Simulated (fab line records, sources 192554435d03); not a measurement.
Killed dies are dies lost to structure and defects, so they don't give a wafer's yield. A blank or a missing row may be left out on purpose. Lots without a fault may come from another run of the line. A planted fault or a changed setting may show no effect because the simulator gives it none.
A struck lot beside a sound one | flow n5_finfet | 42 steps out of a route of 1938
Sound: wafers L184.3, L184.4, L184.6. Struck: wafers L200.1, L200.3, L200.5. The cause comes at the end.
At each step with rows: each side's tool, then ch and its chambers, then its first start. Under that, the readings that differ: sound wafers | struck wafers | difference of the means | sigmas: that difference in standard deviations of wafers without a fault.
alike: readings whose means differ by less than 2 such deviations, and words and numbers that are the same on both sides. not compared: withheld readings, readings that some wafer has no value for, bounds like >300 that may hide the same value, and numbers for which the record gives no deviation and whose values overlap.
The two part at a step that has a row with sigmas, a row that says differs or no value, or rows on one side only. Numbers that don't overlap but have no deviation are shown without sigmas and don't part them. A reading that every wafer of one side lacks parts them only if that side has two wafers or more.

first, 2 steps without rows for these wafers: N5_BEOL_M3_ETCH_41 (etches SiCN in CH3F/O2, target depth 29.9 nm, time 52.5 s); N5_BEOL_M3_STRIP_97 (strips in N2/H2, time 10 s).
N5_BEOL_M3_OCD_MEAS_38:
  sound on ocd-01, day 8 03:28; struck on ocd-01, day 13 03:56
  alike: trench_depth_nm
then, 4 steps without rows for these wafers: N5_BEOL_M3_HM_STRIP_39 (strips TiN in peroxide tin strip, target depth 25 nm, time 158 s); N5_BEOL_M3_SRD_40 (time 30 s); N5_BEOL_M3_PRECLEAN_42 (cleans in residue remover, time 60 s); N5_BEOL_M3_SRD_43 (time 30 s).
N5_BEOL_M3_CD_MEAS_35: target cd 18 nm, target cd y 21 nm.
  sound on cd_sem-01, day 8 03:38; struck on cd_sem-01, day 13 04:05
  alike: cd_nm
N5_BEOL_M3_DEGAS_44: time 60 s.
  sound on pvd_sputter-01, day 8 03:48; struck on pvd_sputter-02, day 13 04:45
  alike: heater_power_w
then, 3 steps without rows for these wafers: N5_BEOL_M3_PRE_CLEAN_45 (time 30 s); N5_BEOL_M3_ALD_84 (deposits TaN, pulse time 2 s, purge time 3 s, co reactant purge time 2 s); N5_BEOL_M3_SURFACE_TREAT_85.
N5_BEOL_M3_CVD_47: deposits Co from CCTBA/H2, target thk 3 nm, time 223.8 s.
  sound on cvd_co-01 ch 0,1,2, day 8 04:13; struck on cvd_co-01 ch 0,2, day 13 05:10
  not compared: since_wet_clean_h
then, 1 step without rows for these wafers: N5_BEOL_M3_SPUTTER_48 (material Cu, target thk 4.5 nm, time 8.29 s).
N5_BEOL_M3_ANNEAL_49: time 240 s.
  sound on pvd_sputter-03, day 8 04:28; struck on pvd_sputter-02, day 13 05:27
  alike: heater_power_w
then, 3 steps without rows for these wafers: N5_BEOL_M3_SPUTTER_79 (material Cu, target thk 4.5 nm, time 8.29 s); N5_BEOL_M3_ANNEAL_80 (time 240 s); N5_BEOL_M3_SPUTTER_81 (material Cu, target thk 4.5 nm, time 8.29 s).
N5_BEOL_M3_ANNEAL_82: time 240 s.
  sound on pvd_sputter-03, day 8 04:54; struck on pvd_sputter-02, day 13 05:53
  alike: heater_power_w
then, 1 step without rows for these wafers: N5_BEOL_M3_SPUTTER_86 (material Cu, target thk 4.5 nm, time 8.29 s).
N5_BEOL_M3_ANNEAL_87: time 240 s.
  sound on pvd_sputter-03, day 8 05:07; struck on pvd_sputter-02, day 13 06:07
  alike: heater_power_w
then, 12 steps without rows for these wafers: N5_BEOL_M3_SPUTTER_88 (material Cu, target thk 4.5 nm, time 8.29 s); N5_BEOL_M3_ANNEAL_89 (time 240 s); N5_BEOL_M3_SPUTTER_90 (material Cu, target thk 4.5 nm, time 8.29 s); N5_BEOL_M3_ANNEAL_91 (time 240 s); N5_BEOL_M3_SPUTTER_92 (material Cu, target thk 4.5 nm, time 8.29 s); N5_BEOL_M3_ANNEAL_93 (time 240 s); N5_BEOL_M3_SPUTTER_94 (material Cu, target thk 4.5 nm, time 8.29 s); N5_BEOL_M3_ANNEAL_95 (time 240 s); N5_BEOL_M3_SPUTTER_96 (material Cu, target thk 4.5 nm, time 8.29 s); N5_BEOL_M3_ECD_50 (material Cu, target thk 300 nm); N5_BEOL_M3_ANNEAL_51 (time 90 s); N5_BEOL_M3_CMP_52 (polishes, stops on SiOC, t overpolish 6.8 s, target thk 40 nm).
N5_BEOL_M3_THK_MEAS_53: measures by xrf.
  sound on film_metro-01, day 8 06:56; struck on film_metro-01, day 13 07:55
  alike: M3_THK
then, 1 step without rows for these wafers: N5_BEOL_M3_PRE_CLEAN_60 (time 15 s).
N5_BEOL_M3_CO_CAP_55: material Co, precursor CCTBA/H2, target thk 2 nm, time 102.1 s.
  sound on cvd_co-01 ch 0,1,2, day 8 07:00; struck on cvd_co-01 ch 1,2, day 13 08:00
  alike: heater_power_w
  not compared: since_wet_clean_h
then, 2 steps without rows for these wafers: N5_BEOL_M3_PRE_CLEAN_56 (time 15 s); N5_BEOL_M3_DEP_57 (deposits SiCN from 3MS/NH3, target thk 8 nm, time 14 s).
N5_BEOL_M3_RS_MEAS_58: measures by four-point-probe.
  sound on film_metro-01, day 8 07:11; struck on film_metro-01, day 13 08:11
  alike: M3_RS
then, 1 step without rows for these wafers: N5_BEOL_M4_ILD_DEP_00 (deposits SiOC from DEMS/O2, target thk 79 nm, time 15.3 s).
N5_BEOL_M4_THK_MEAS_01:
  sound on film_metro-01, day 8 07:19; struck on film_metro-02, day 13 08:19
  alike: M4_ILD_THK
-- the record jumps here: 5 days lie between the struck wafers' starts before and after (it left off in module BEOL_M4 and takes up again in module PASSIVATION, whose first step shown is number 1936 of the route) --
N5_PASSIVATION_PROBE_49:
  the record has rows for the struck wafers here (prober-02, day 18 00:57) and none for the sound ones

WHERE THEY PART
Only at N5_PASSIVATION_PROBE_49, within this record.

WHY: what the simulator had put in
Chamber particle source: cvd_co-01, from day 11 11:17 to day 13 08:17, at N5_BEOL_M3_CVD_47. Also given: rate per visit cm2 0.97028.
